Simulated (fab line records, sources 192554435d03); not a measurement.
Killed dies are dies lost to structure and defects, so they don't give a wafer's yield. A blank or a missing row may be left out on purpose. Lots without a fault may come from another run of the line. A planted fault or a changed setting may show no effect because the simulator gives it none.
Chamber matching | flow n5_finfet | N5_SPACER0_ALD_08 on ald_sin-01: 4 sister chambers
The step deposits SiNx, target thk 2 nm. 16 wafers are shown with their chamber, then 8 later ones without.

WAFERS WITH THEIR CHAMBER
wafer  | chamber | heater_power_w (W)
L222.3 | 1       | 812
L222.4 | 3       | 784
L222.5 | 1       | 815
L223.1 | 0       | 669
L223.2 | 3       | 767
L223.3 | 1       | 836
L224.2 | 2       | 843
L224.3 | 3       | 764
L224.6 | 3       | 767
L226.1 | 0       | 678
L226.5 | 2       | 826
L226.6 | 1       | 808
L229.2 | 0       | 686
L229.3 | 1       | 834
L229.4 | 0       | 659
L241.3 | 3       | 786

SIGNATURES (means of the wafers above)
reading        | chamber 0 | chamber 1 | chamber 2 | chamber 3 | scatter within a chamber
heater_power_w | 673.00    | 821.00    | 834.50    | 773.60    | 11.8
Rule: a wafer's distance from a chamber is the root of the sum, over the readings, of the square of ((its reading less the chamber's mean) divided by the reading's scatter). The wafer belongs to the nearest chamber; if the next one is less than 2 further off, it can't be placed. The scatter: the root of (the sum of the squares of (reading less its chamber's mean) over the shown wafers, divided by (wafers less chambers)).

WAFERS WITHOUT THEIR CHAMBER
wafer  | heater_power_w (W)
L241.5 | 766
L241.6 | 664
L243.1 | 844
L243.2 | 671
L243.4 | 778
L244.1 | 777
L244.5 | 853
L244.6 | 794

WHICH CHAMBER EACH WENT THROUGH
wafer  | from the rows above          | in truth
L241.5 | 3                            | 3
L241.6 | 0                            | 0
L243.1 | can't be placed: 2 or 1      | 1
L243.2 | 0                            | 0
L243.4 | 3                            | 3
L244.1 | 3                            | 3
L244.5 | can't be placed: 2 or 1      | 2
L244.6 | can't be placed: 3 or 1 or 2 | 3
Placed correctly: 5 of 8. Can't be placed from these rows: 3 (the true chamber is among the candidates in 3). Placed wrongly: 0.
